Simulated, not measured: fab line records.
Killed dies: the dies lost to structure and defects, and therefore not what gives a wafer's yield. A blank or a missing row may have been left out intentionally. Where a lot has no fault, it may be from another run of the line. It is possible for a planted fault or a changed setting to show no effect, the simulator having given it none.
fab line records -- flow n5Finfet
record: lots: 10, wafers: 30, lastDay: 20
route steps=1938 shown SD_EPI_N@274 PASSIVATION@1936
lots that met no fault: from a run of the same line without faults
startH: the number of hours between the record's first day and the start of the first shown wafer of the lot -- waitH: hours since the lot's step before -- " identical to the entry in the row above -- L1.1+2: a single row standing in for several wafers -- - no value, or no start was given -- * or withheld: withheld -- < > ~ a bound
route shown NAME@n: names a module that has steps shown in the file, with the first one's number in the route -- usual: average and standard deviation across the fault-free wafers -- same: alike in all rows -- chamber/n: place in a boat -- sites: readings site by site -- _std_site: the values' standard deviation -- _edge_site: inner sites' mean taken away from outer sites' mean -- radiusMm: for every site, how far away it sits from the centre of the wafer -- mask NAME#n: copy n -- behind: the tool/chamber that last shaped the wafer -- hold: cause of the lot's hold/its duration in hours/its outcome -- device: the transistor (n, p or np) that didn't switch -- end of line: at the end of the route, the tests of the same wafers -- a step given without rows: its recipe and nothing more -- killed: count of dies lost to structure and defects at first sort (not the wafer's yield) -- map: a wafer's dies, marking killed ones x, the rest . and places with no die _
set.NAME: the setting the step ran with; set.NAME@STEP: the setting that earlier step ran with -- model.NAME: the simulator's own value behind a step, which no gauge read
one table for each step of the route and one row for each wafer, over a sample of lots
services: a tool's chamber out of use, with start hour (startH, from the record's first day; less than 0 if before it), hours out, and reason
== steps ==
step: N5_SD_EPI_N_ETCH_34
recipe: chemistry: CF4, target: SiARC, targetDepthA: 455, maskMaterial: CAR-ArF-block, timeS: 75.8, ionEnergyEv: 80, pressureMtorr: 40, sourceW: 545, biasW: 36, Ar_flow_sccm: 100, cf4FlowSccm: 100, ends: cleared
usual: drypumpMotorCurrentA: 5.6/0.54, etchRfOnTimeS: 75.6/1.1, oesProductAu: 0.70/0.083, rfVppV: 184.2/1.2, showerheadPlenumPTorr: 2.16/0.085, throttleValvePct: 15.57/0.21
lot.wafer,tool,chamber,startH,waitH,drypumpMotorCurrentA,etchRfOnTimeS,oesProductAu,rfHoursCounterH,rfVppV,showerheadPlenumPTorr,throttleValvePct
L781.1,rieDiel-03,0,50.44,0.0,5.5,76.2,0.60,210,183.5,2.12,15.63
L781.4,rieDiel-03,2,50.44,0.0,5.3,77.5,0.64,162,183.8,2.06,15.69
L781.6,rieDiel-03,3,50.44,0.0,4.8,76.0,0.64,-,186.1,2.22,15.83
L783.2,rieDiel-03,2,62.53,0.0,5.3,76.6,0.63,165,182.8,2.06,15.69
L783.3,rieDiel-03,1,62.53,0.0,6.5,74.7,0.80,15,185.3,2.27,15.43
L783.5,rieDiel-03,3,62.53,0.0,4.8,75.0,0.64,-,185.3,2.22,15.82
L785.1,rieDiel-04,0,71.74,0.0,5.3,76.0,0.84,3,183.7,2.11,15.36
L785.4,rieDiel-04,1,71.74,0.0,5.0,76.1,0.59,244,183.4,2.02,15.65
L785.6,rieDiel-04,2,71.74,0.0,6.1,75.1,0.72,-,184.3,2.17,15.30
L788.1,rieDiel-01,1,90.98,0.0,5.1,74.8,0.81,10,187.0,2.28,15.43
L788.4,rieDiel-01,1,90.98,0.0,5.1,74.8,0.81,-,184.8,2.28,15.44
L788.5,rieDiel-01,0,90.98,0.0,5.7,75.2,0.71,-,184.3,2.17,15.42
L789.1,rieDiel-04,2,98.86,0.0,6.1,75.8,0.71,66,183.6,2.17,15.34
L789.5,rieDiel-04,0,98.86,0.0,5.3,76.3,0.81,-,183.4,2.11,15.39
L789.6,rieDiel-04,3,98.86,0.0,6.0,77.1,0.59,-,184.3,2.03,15.94
L797.1,rieDiel-04,1,145.90,0.0,5.0,75.7,0.78,10,185.0,2.27,15.19
L797.5,rieDiel-04,0,145.90,0.0,5.3,77.3,0.77,-,183.2,2.10,15.40
L797.6,rieDiel-04,2,145.90,0.0,6.1,75.5,0.69,-,184.9,2.16,15.37
L799.2,rieDiel-01,1,156.01,0.0,5.1,74.6,0.77,28,185.6,2.28,15.49
L799.4,rieDiel-01,3,156.01,0.0,6.3,73.4,0.79,21,183.8,2.11,15.53
L799.5,rieDiel-01,2,156.01,0.0,5.3,74.1,0.81,-,184.7,2.28,15.38
L801.2,rieDiel-03,3,168.60,0.0,4.8,74.2,0.62,207,185.0,2.21,15.90
L801.4,rieDiel-03,1,168.60,0.0,6.5,74.5,0.74,-,186.3,2.26,15.51
L801.5,rieDiel-03,3,168.60,0.0,4.8,75.0,0.61,-,184.8,2.21,15.91
L802.1,rieDiel-03,1,175.40,0.0,6.5,75.4,0.73,57,185.8,2.26,15.51
L802.3,rieDiel-03,2,175.40,0.0,5.3,77.0,0.62,-,183.2,2.05,15.76
L802.6,rieDiel-03,1,175.40,0.0,6.5,76.2,0.74,-,185.7,2.26,15.49
L804.1,rieDiel-03,2,190.56,0.0,5.3,76.4,0.61,208,182.0,2.04,15.78
L804.2,rieDiel-03,1,190.56,0.0,6.5,74.7,0.73,65,185.2,2.26,15.52
L804.5,rieDiel-03,0,190.56,0.0,5.5,75.3,0.85,-,183.3,2.11,15.24
step: N5_SD_EPI_N_ETCH_16
recipe: chemistry: CHF3/O2, target: SiO2, targetDepthA: 50, maskMaterial: SOC, pressureMtorr: 30, sourceW: 650, biasW: 170, Ar_flow_sccm: 200, CHF3_flow_sccm: 50, O2_flow_sccm: 5, ionEnergyEv: 200
usual: drypumpMotorCurrentA: 5.6/0.55, oesProductAu: 0.82/0.099, rfVppV: 525/6, showerheadPlenumPTorr: 2.43/0.097, throttleValvePct: 18.86/0.19
lot.wafer,tool,chamber,startH,waitH,drypumpMotorCurrentA,oesProductAu,rfHoursCounterH,rfVppV,showerheadPlenumPTorr,throttleValvePct
L781.1,rieDiel-03,0,51.02,0.1,5.5,0.71,211,523,2.38,18.83
L781.4,rieDiel-03,2,51.02,0.1,5.3,0.75,162,519,2.32,18.98
L781.6,rieDiel-03,3,51.02,0.1,4.8,0.75,-,527,2.50,19.12
L783.2,rieDiel-03,2,63.11,0.1,5.3,0.75,166,521,2.32,19.00
L783.3,rieDiel-03,1,63.11,0.1,6.5,0.94,16,530,2.56,18.76
L783.5,rieDiel-03,3,63.11,0.1,4.8,0.75,-,529,2.50,19.12
L785.1,rieDiel-04,0,72.32,0.1,5.3,0.97,3,536,2.37,18.71
L785.4,rieDiel-04,1,72.32,0.1,5.0,0.68,245,517,2.27,18.87
L785.6,rieDiel-04,2,72.32,0.1,6.1,0.83,-,520,2.45,18.63
L788.1,rieDiel-01,1,91.56,0.1,5.1,0.93,10,535,2.57,18.78
L788.4,rieDiel-01,1,91.56,0.1,5.1,0.94,-,534,2.57,18.79
L788.5,rieDiel-01,0,91.56,0.1,5.8,0.84,-,526,2.44,18.73
L789.1,rieDiel-04,2,99.44,0.1,6.1,0.83,66,520,2.44,18.63
L789.5,rieDiel-04,0,99.44,0.1,5.3,0.94,-,536,2.37,18.75
L789.6,rieDiel-04,3,99.44,0.1,6.0,0.69,-,519,2.29,19.19
L797.1,rieDiel-04,1,146.48,0.1,5.0,0.93,11,526,2.55,18.49
L797.5,rieDiel-04,0,146.48,0.1,5.3,0.91,-,538,2.37,18.76
L797.6,rieDiel-04,2,146.48,0.1,6.1,0.82,-,518,2.44,18.68
L799.2,rieDiel-01,1,156.59,0.1,5.1,0.90,28,534,2.56,18.83
L799.4,rieDiel-01,3,156.59,0.1,6.3,0.90,21,519,2.37,18.88
L799.5,rieDiel-01,2,156.59,0.1,5.3,0.94,-,528,2.56,18.71
L801.2,rieDiel-03,3,169.18,0.1,4.8,0.71,207,528,2.48,19.18
L801.4,rieDiel-03,1,169.18,0.1,6.5,0.87,-,531,2.55,18.82
L801.5,rieDiel-03,3,169.18,0.1,4.9,0.71,-,528,2.48,19.19
L802.1,rieDiel-03,1,176.27,0.1,6.5,0.88,57,529,2.54,18.86
L802.3,rieDiel-03,2,176.27,0.1,5.3,0.73,-,518,2.30,19.04
L802.6,rieDiel-03,1,176.27,0.1,6.4,0.87,-,530,2.54,18.83
L804.1,rieDiel-03,2,191.14,0.1,5.3,0.72,208,520,2.30,19.05
L804.2,rieDiel-03,1,191.14,0.1,6.5,0.85,65,530,2.54,18.84
L804.5,rieDiel-03,0,191.14,0.1,5.5,1.00,-,523,2.36,18.51
step: N5_SD_EPI_N_STRIP_38
recipe: chemistry: N2/H2, powerW: 1000, tempC: 250, h2Frac: 0.65, overashFraction: 0.3, pressureMtorr: withheld, n2FlowSccm: 1750, h2FlowSccm: 3250
usual: drypumpMotorCurrentA: 5.8/0.52, heaterPowerW: 353/51, oesProductAu: 0.763/0.013
same: overashFraction: 0.3
lot.wafer,tool,chamber,startH,waitH,drypumpMotorCurrentA,heaterPowerW,oesProductAu,rfHoursCounterH
L781.1,plasmaAsher-01,1,51.19,0.1,6.5,354,0.769,84
L781.4,plasmaAsher-01,0,51.19,0.1,6.1,268,0.773,-
L781.6,plasmaAsher-01,1,51.19,0.1,6.5,358,0.780,-
L783.2,plasmaAsher-01,0,63.28,0.1,6.0,279,0.740,87
L783.3,plasmaAsher-01,0,63.28,0.1,6.1,267,0.751,-
L783.5,plasmaAsher-01,0,63.28,0.1,6.0,270,0.755,-
L785.1,plasmaAsher-01,0,72.49,0.1,6.0,267,0.747,89
L785.4,plasmaAsher-01,0,72.49,0.1,6.1,271,0.767,-
L785.6,plasmaAsher-01,0,72.49,0.1,6.1,266,0.754,-
L788.1,plasmaAsher-02,1,91.73,0.1,5.9,429,0.761,40
L788.4,plasmaAsher-02,1,91.73,0.1,5.8,413,0.758,-
L788.5,plasmaAsher-02,0,91.73,0.1,5.1,339,0.757,-
L789.1,plasmaAsher-01,0,99.62,0.1,6.0,274,0.751,94
L789.5,plasmaAsher-01,1,99.62,0.1,6.5,356,0.751,-
L789.6,plasmaAsher-01,0,99.62,0.1,6.0,270,0.771,-
L797.1,plasmaAsher-01,1,146.65,0.1,6.5,357,0.761,103
L797.5,plasmaAsher-01,1,146.65,0.1,6.5,350,0.758,-
L797.6,plasmaAsher-01,0,146.65,0.1,6.0,271,0.761,-
L799.2,plasmaAsher-01,1,156.76,0.1,6.5,357,0.760,105
L799.4,plasmaAsher-01,1,156.76,0.1,6.5,364,0.771,-
L799.5,plasmaAsher-01,1,156.76,0.1,6.5,354,0.751,-
L801.2,plasmaAsher-02,1,169.35,0.1,5.8,415,0.773,52
L801.4,plasmaAsher-02,1,169.35,0.1,5.8,417,0.790,-
L801.5,plasmaAsher-02,1,169.35,0.1,5.9,420,0.759,-
L802.1,plasmaAsher-02,1,176.47,0.1,5.8,412,0.767,54
L802.3,plasmaAsher-02,1,176.47,0.1,5.9,429,0.764,-
L802.6,plasmaAsher-02,0,176.47,0.1,5.1,355,0.759,-
L804.1,plasmaAsher-02,1,191.30,0.1,5.9,404,0.759,58
L804.2,plasmaAsher-02,0,191.30,0.1,5.1,339,0.741,58
L804.5,plasmaAsher-02,0,191.30,0.1,5.1,350,0.754,-
step: N5_SD_EPI_N_EPI_21
recipe: material: Si:P, dopant: P, tempC: 680, pressureTorr: 255, timeS: 690
usual: chamberPressureTorr: 255.1/0.65
lot.wafer,tool,chamber,startH,waitH,chamberPressureTorr
L781.1,epiRpcvd-02,0,52.08,0.1,255.1
L781.4,epiRpcvd-02,0,52.08,0.1,255.2
L781.6,epiRpcvd-02,0,52.08,0.1,254.8
L783.2,epiRpcvd-04,0,64.73,0.5,256.4
L783.3,epiRpcvd-04,0,64.73,0.5,254.9
L783.5,epiRpcvd-04,0,64.73,0.5,256.0
L785.1,epiRpcvd-04,0,73.57,0.2,254.4
L785.4,epiRpcvd-04,0,74.69,1.2,255.3
L785.6,epiRpcvd-04,0,74.69,1.2,254.5
L788.1,epiRpcvd-04,0,92.62,0.1,254.3
L788.4,epiRpcvd-04,0,92.62,0.1,255.2
L788.5,epiRpcvd-04,0,92.62,0.1,255.3
L789.1,epiRpcvd-02,0,100.51,0.1,255.2
L789.5,epiRpcvd-02,0,101.63,1.1,255.3
L789.6,epiRpcvd-02,0,101.63,1.1,255.1
L797.1,epiRpcvd-02,0,147.54,0.1,124.4
L797.5,epiRpcvd-02,0,148.66,1.1,125.2
L797.6,epiRpcvd-02,0,148.66,1.1,124.6
L799.2,epiRpcvd-02,0,158.57,0.7,124.9
L799.4,epiRpcvd-02,0,158.57,0.7,124.6
L799.5,epiRpcvd-02,0,158.57,0.7,124.4
L801.2,epiRpcvd-04,0,170.67,0.5,255.1
L801.4,epiRpcvd-04,0,170.67,0.5,256.0
L801.5,epiRpcvd-04,0,170.67,0.5,255.0
L802.1,epiRpcvd-04,0,177.36,0.1,254.6
L802.3,epiRpcvd-04,0,177.36,0.1,254.9
L802.6,epiRpcvd-04,0,177.36,0.1,255.4
L804.1,epiRpcvd-03,0,192.37,0.2,255.2
L804.2,epiRpcvd-03,0,192.37,0.2,255.6
L804.5,epiRpcvd-03,0,193.87,1.5,255.0
step: N5_SD_EPI_N_EPI_MEAS_23
recipe: mode: xrd
usual: thkNm: 59.1/1.1
lot.wafer,tool,chamber,startH,waitH,thkNm
L781.1,filmMetro-02,-,53.80,1.4,58.6
L781.4,filmMetro-02,-,53.80,1.4,56.7
L781.6,filmMetro-02,-,53.80,1.4,59.4
L783.2,filmMetro-01,-,66.63,1.5,60.4
L783.3,filmMetro-01,-,66.63,1.5,61.2
L783.5,filmMetro-01,-,66.63,1.5,58.8
L785.1,filmMetro-02,-,75.84,1.9,58.1
L785.4,filmMetro-02,-,75.84,1.9,57.3
L785.6,filmMetro-02,-,75.84,1.9,61.3
L788.1,filmMetro-01,-,94.34,1.4,58.9
L788.4,filmMetro-01,-,94.34,1.4,59.9
L788.5,filmMetro-01,-,94.34,1.4,58.2
L789.1,filmMetro-02,-,102.22,1.4,58.2
L789.5,filmMetro-02,-,102.22,1.4,60.8
L789.6,filmMetro-02,-,102.22,1.4,60.3
L797.1,filmMetro-01,-,149.25,1.4,45.7
L797.5,filmMetro-01,-,149.25,1.4,45.8
L797.6,filmMetro-01,-,149.25,1.4,45.4
L799.2,filmMetro-02,-,161.09,2.0,42.9
L799.4,filmMetro-02,-,161.09,2.0,44.2
L799.5,filmMetro-02,-,161.09,2.0,45.2
L801.2,filmMetro-02,-,172.58,1.5,60.1
L801.4,filmMetro-02,-,172.58,1.5,58.2
L801.5,filmMetro-02,-,172.58,1.5,60.4
L802.1,filmMetro-01,-,179.08,1.4,58.2
L802.3,filmMetro-01,-,179.08,1.4,59.1
L802.6,filmMetro-01,-,179.08,1.4,61.9
L804.1,filmMetro-01,-,194.67,1.9,58.9
L804.2,filmMetro-01,-,194.67,1.9,59.1
L804.5,filmMetro-01,-,194.67,1.9,56.6
step: N5_PASSIVATION_PROBE_49
usual: killed_at_M0_to_M3: 36/11, killed_at_M4_up: 14/5.6, killedAtContacts: 11/5.6, killedAtFrontEnd: 40/12, killedAtOther: 4/3.2, killedDies: 105/17, killedOpen: 69/12, killedShort: 34/8.4
same: grossDies: 1180, killedAtBackSide: 0
lot.wafer,tool,chamber,startH,waitH,killed_at_M0_to_M3,killed_at_M4_up,killedAtContacts,killedAtFrontEnd,killedAtOther,killedDies,killedOpen,killedShort
L781.1,prober-01,-,310.81,0.0,55,21,1,43,2,122,92,30
L781.4,prober-01,-,310.96,0.2,27,10,6,34,2,79,61,18
L781.6,prober-01,-,311.06,0.3,37,9,15,38,3,102,65,37
L788.1,prober-01,-,343.21,0.0,51,14,12,44,7,128,77,50
L788.4,prober-01,-,343.36,0.2,49,8,10,29,6,102,64,37
L788.5,prober-01,-,343.41,0.2,33,14,11,41,5,104,67,37
L797.1,prober-02,-,409.85,0.0,27,14,14,35,4,94,65,29
L797.5,prober-02,-,410.05,0.2,25,32,7,25,1,90,65,25
L797.6,prober-02,-,410.10,0.3,35,24,18,22,12,111,79,32
L799.2,prober-01,-,412.54,0.1,51,20,8,33,2,114,69,42
L799.4,prober-01,-,412.64,0.2,42,8,13,23,2,88,59,28
L799.5,prober-01,-,412.69,0.2,45,16,22,34,4,121,75,46
L804.1,prober-01,-,468.48,0.0,35,10,5,50,2,102,64,38
L804.2,prober-01,-,468.53,0.1,42,15,10,18,10,95,69,26
L804.5,prober-01,-,468.68,0.2,62,16,6,22,3,109,66,37
killed by level:class
L781.1 BEOL_M2:geometricParticle:open=22 STI_FIN_REVEAL:geometricParticle:open=18 BEOL_M3:geometricParticle:open=10 BEOL_M0_SAQP:geometricParticle:open=7 BEOL_M5:geometricParticle:open=6 BEOL_M4:geometricParticle:open=6 STARTING-WAFER:geometricParticle:short=5 BEOL_M2:geometricParticle:short=4
L781.4 FIN_SAQP:geometricParticle:open=13 BEOL_M3:geometricParticle:open=9 STI_FIN_REVEAL:geometricParticle:open=6 BEOL_M2:geometricParticle:open=6 BEOL_M0_SAQP:geometricParticle:short=6 FIN_SAQP:geometricParticle:short=5 BEOL_M0_SAQP:geometricParticle:open=5 BEOL_M4:geometricParticle:open=5
L781.6 MOL_CONTACT_COAG:geometricParticle:open=13 BEOL_M2:geometricParticle:open=12 FIN_SAQP:geometricParticle:short=8 BEOL_M0:geometricParticle:open=6 STI_FIN_REVEAL:geometricParticle:open=5 GATE_CUT:geometricParticle:short=5 BEOL_M3:geometricParticle:open=5 DUMMY_GATE:geometricParticle:open=4
L788.1 BEOL_M0_SAQP:geometricParticle:short=16 BEOL_M3:geometricParticle:open=11 STI_FIN_REVEAL:geometricParticle:open=10 MOL_CONTACT_COAG:geometricParticle:open=9 BEOL_M0_SAQP:geometricParticle:open=8 FIN_SAQP:geometricParticle:open=7 BEOL_M3:geometricParticle:short=7 BEOL_M2:geometricParticle:open=5
L788.4 BEOL_M1:geometricParticle:open=14 MOL_CONTACT_COAG:geometricParticle:open=8 BEOL_M2:geometricParticle:open=7 BEOL_M0_SAQP:geometricParticle:open=7 BEOL_M0_SAQP:geometricParticle:short=7 FIN_SAQP:geometricParticle:open=6 STI_FIN_REVEAL:geometricParticle:open=6 BEOL_M1:geometricParticle:short=5
L788.5 BEOL_M1:geometricParticle:open=9 STI_FIN_REVEAL:geometricParticle:open=9 BEOL_M0_SAQP:geometricParticle:short=9 DUMMY_GATE:geometricParticle:open=7 MOL_CONTACT_COAG:geometricParticle:open=7 FIN_SAQP:geometricParticle:open=5 BEOL_M6:geometricParticle:open=5 BEOL_M2:geometricParticle:open=5
L797.1 MOL_CONTACT_COAG:geometricParticle:open=13 STI_FIN_REVEAL:geometricParticle:open=12 FIN_SAQP:geometricParticle:short=10 BEOL_M3:geometricParticle:open=10 BEOL_M2:geometricParticle:open=6 BEOL_M4:geometricParticle:open=5 BEOL_M0_SAQP:geometricParticle:short=4 DUMMY_GATE:geometricParticle:open=3
L797.5 BEOL_M4:geometricParticle:open=19 BEOL_M2:geometricParticle:open=8 BEOL_M4:geometricParticle:short=7 MOL_CONTACT_COAG:geometricParticle:open=6 BEOL_M3:geometricParticle:open=5 FIN_SAQP:geometricParticle:open=4 STI_FIN_REVEAL:geometricParticle:open=4 DUMMY_GATE:geometricParticle:open=4
L797.6 MOL_CONTACT_COAG:geometricParticle:open=13 BEOL_M1:geometricParticle:open=10 BEOL_M2:geometricParticle:open=7 BEOL_M4:geometricParticle:open=7 BEOL_M0_SAQP:geometricParticle:open=6 MOL_CONTACT_COAG:geometricParticle:short=5 BEOL_M5:geometricParticle:open=5 BEOL_M0_SAQP:geometricParticle:short=5
L799.2 STI_FIN_REVEAL:geometricParticle:open=12 BEOL_M0_SAQP:geometricParticle:short=12 BEOL_M0_SAQP:geometricParticle:open=12 BEOL_M4:geometricParticle:short=8 FIN_SAQP:geometricParticle:open=7 MOL_CONTACT_COAG:geometricParticle:open=6 BEOL_M1:geometricParticle:open=6 BEOL_M2:geometricParticle:short=6
L799.4 MOL_CONTACT_COAG:geometricParticle:open=13 BEOL_M0_SAQP:geometricParticle:open=13 FIN_SAQP:geometricParticle:open=8 BEOL_M0_SAQP:geometricParticle:short=7 FIN_SAQP:geometricParticle:short=5 BEOL_M3:geometricParticle:open=5 BEOL_M3:geometricParticle:short=5 BEOL_M2:geometricParticle:open=4
L799.5 MOL_CONTACT_COAG:geometricParticle:open=17 FIN_SAQP:geometricParticle:open=12 BEOL_M0_SAQP:geometricParticle:short=12 FIN_SAQP:geometricParticle:short=11 BEOL_M3:geometricParticle:open=9 BEOL_M0_SAQP:geometricParticle:open=8 BEOL_M2:geometricParticle:open=7 BEOL_M4:geometricParticle:open=7
L804.1 FIN_SAQP:geometricParticle:open=13 BEOL_M2:geometricParticle:open=10 FIN_SAQP:geometricParticle:short=8 BEOL_M0_SAQP:geometricParticle:short=7 STI_FIN_REVEAL:geometricParticle:open=6 BEOL_M1:geometricParticle:open=6 BEOL_M3:geometricParticle:open=5 GATE_CUT:geometricParticle:short=5
L804.2 BEOL_M2:geometricParticle:open=10 BEOL_M0_SAQP:geometricParticle:open=8 MOL_CONTACT_COAG:geometricParticle:open=7 BEOL_M0_SAQP:geometricParticle:short=7 BEOL_M1:geometricParticle:open=6 BEOL_M3:geometricParticle:open=6 BEOL_M4:geometricParticle:open=6 MIM_TOP_ETCH:geometricParticle:short=4
L804.5 BEOL_M3:geometricParticle:open=14 BEOL_M2:geometricParticle:open=13 BEOL_M0_SAQP:geometricParticle:short=8 BEOL_M0_SAQP:geometricParticle:open=7 BEOL_M1:geometricParticle:open=7 BEOL_M4:geometricParticle:open=7 FIN_SAQP:geometricParticle:open=5 BEOL_M2:geometricParticle:short=5
== services ==
tool,chamber,startH,hours,kind
rieDiel-04,0,38.70,-,clean
rieDiel-04,0,38.70,-,consumableReplace:focusRing
rieDiel-04,0,38.70,22.9,scheduledDown
rieDiel-04,0,38.70,22.9,ventCycle
plasmaAsher-02,-,46.14,2.1,repair
plasmaAsher-02,-,51.01,2.0,repair
epiRpcvd-04,-,51.45,0.7,repair
epiRpcvd-03,-,72.76,8.1,pm
rieDiel-04,1,92.78,-,clean
rieDiel-04,1,92.78,-,consumableReplace:focusRing
rieDiel-04,1,92.78,-,consumableReplace:showerhead
rieDiel-04,1,92.78,18.6,scheduledDown
rieDiel-04,1,92.78,18.6,ventCycle
rieDiel-04,3,103.26,4.3,repair
rieDiel-01,-,129.43,10.9,repair
epiRpcvd-02,-,137.77,1.1,repair
rieDiel-04,3,138.33,9.4,repair
rieDiel-01,2,143.52,8.2,repair
epiRpcvd-04,-,155.48,2.8,pm
rieDiel-03,0,165.44,-,clean
rieDiel-03,0,165.44,-,consumableReplace:focusRing
rieDiel-03,0,165.44,20.8,scheduledDown
rieDiel-03,0,165.44,20.8,ventCycle
epiRpcvd-04,-,168.48,0.8,pm
== key ==
firstSign: step: N5_SD_EPI_N_EPI_21, reading: chamberPressureTorr, direction: down, sigmas: 99+, usual: 255.1, struck: 124.7
effect: step: N5_SD_EPI_N_EPI_MEAS_23, reading: thkNm, direction: down, sigmas: 12, usual: *, struck: *
metAt N5_SD_EPI_N_EPI_21
struckLots L797,L799
testerLeftOut L797,L799
notActingAt N5_SD_EPI_N_ETCH_34,N5_SD_EPI_N_ETCH_16,N5_SD_EPI_N_STRIP_38
onsetBetween 100.51 147.54
fault: kind: processParameterDrift, tool: epiRpcvd-02, chamber: -, onsetH: 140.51, steps: N5_SD_EPI_N_EPI_21, channel: pressureTorr, offset: -130.47, shape: step, endH: 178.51, actsIn: theseRecipesOnly, stated: 255
testerLeftOut: of these lots the tester's yield and bins aren't shown, on N5 and GAA mostly nor the transistor test; their killed dies are dies lost to structure and defects alone, not to doping, threshold or leakage, so they don't give the yield
